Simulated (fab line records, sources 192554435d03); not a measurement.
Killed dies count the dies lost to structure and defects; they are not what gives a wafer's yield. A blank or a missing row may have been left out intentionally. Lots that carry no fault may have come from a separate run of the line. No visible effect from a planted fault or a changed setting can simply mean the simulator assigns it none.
Split-lot study | flow n5 finfet | route with 1938 steps; 7 lots, 21 wafers read

== THE SPLIT ==
At N5_WELL_APT_COAT_02 (resist thk 950 nm), the setting spin rpm was moved away from the recipe's 1357 rpm on 8 of the 21 wafers read, by -9.7% to +8.8%. The other wafers ran this setting at the recipe's value.

Reading taken at the split's own step.

== THE READING ==
coat_of_WELL_APT_COAT_02.thk nm (the simulator's own value, which no gauge read), in nm, at N5_WELL_APT_COAT_02 (resist thk 950 nm). No usual value for it is given in the file. Across the 13 wafers here that went through the recipe, the average is 950.8 nm and the standard deviation 2 nm.

wafer  | tool, chamber at the split | spin rpm as run, rpm | against the recipe | coat_of_WELL_APT_COAT_02.thk nm, nm | against lot-mates on the recipe
L078.4 | litho track-01, 0          | 1357                 | recipe             | 952.7                               | -
L078.5 | litho track-01, 0          | 1357                 | recipe             | 952                                 | -
L078.6 | litho track-01, 0          | 1357                 | recipe             | 954                                 | -
L080.1 | litho track-03, 0          | 1448                 | +6.7%              | 927.2                               | -24.7
L080.2 | litho track-03, 0          | 1357                 | recipe             | 951.9                               | -
L080.6 | litho track-03, 0          | 1448                 | +6.7%              | 920.6                               | -31.3
L081.1 | litho track-01, 0          | 1419                 | +4.6%              | 933.6                               | -18.6
L081.3 | litho track-01, 0          | 1357                 | recipe             | 952.6                               | -
L081.5 | litho track-01, 0          | 1357                 | recipe             | 951.9                               | -
L083.1 | litho track-01, 0          | 1226                 | -9.7%              | 995.8                               | +46.3
L083.2 | litho track-01, 0          | 1226                 | -9.7%              | 996.6                               | +47.1
L083.4 | litho track-01, 0          | 1357                 | recipe             | 949.5                               | -
L084.2 | litho track-02, 0          | 1357                 | recipe             | 948                                 | -
L084.5 | litho track-02, 0          | 1357                 | recipe             | 951                                 | -
L084.6 | litho track-02, 0          | 1357                 | recipe             | 951.9                               | -
L088.1 | litho track-01, 0          | 1448                 | +6.7%              | 918.5                               | -28.1
L088.3 | litho track-01, 0          | 1357                 | recipe             | 946.6                               | -
L088.4 | litho track-01, 0          | 1448                 | +6.7%              | 916.5                               | -30.1
L091.1 | litho track-02, 0          | 1357                 | recipe             | 949.3                               | -
L091.4 | litho track-02, 0          | 1477                 | +8.8%              | 911.3                               | -38.1
L091.6 | litho track-02, 0          | 1357                 | recipe             | 949.5                               | -

FIT RESULTS
A straight line over all 21 wafers: coat_of_WELL_APT_COAT_02.thk nm changes by -4.56 nm for each +1% of spin rpm; r = -0.99; the points scatter about the line by 2.6 nm.
The same after taking each lot's own level away (the mean of its wafers on the recipe; 21 wafers): -4.53 nm for each +1%; r = -1.00; scatter 1.8 nm.
The reading moves by 44 nm for the largest change in spin rpm, on that fit.
Measured against the standard deviation above, the lots' own levels, which go from 946.60 to 952.90 nm, span 3.1 times it.
The two slopes agree, so the slope changes little with the lot-to-lot level.
Check: for one of the wafers moved furthest among these (-9.7%), held out of the fit, the line's prediction against its lot-mates is +43.8 nm. It came out at +46.3 nm against them.

== OTHER SPLITS APPLIED TO THESE WAFERS ==
Before the reading, these wafers also passed through other splits. Each is held against what the fit with the lots' levels taken away leaves over:
other split on the same wafers          | wafers away from the commonest value | r with coat_of_WELL_APT_COAT_02.thk nm (lot level and that fit taken away)
N5_ZERO_LAYER_DEVELOP_10 develop time s | 5                                    | -0.41

== THE FILE'S OWN FIT ==
coat_of_WELL_APT_COAT_02.thk nm changes by -4.45 nm for each +1% of spin rpm, r = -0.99.
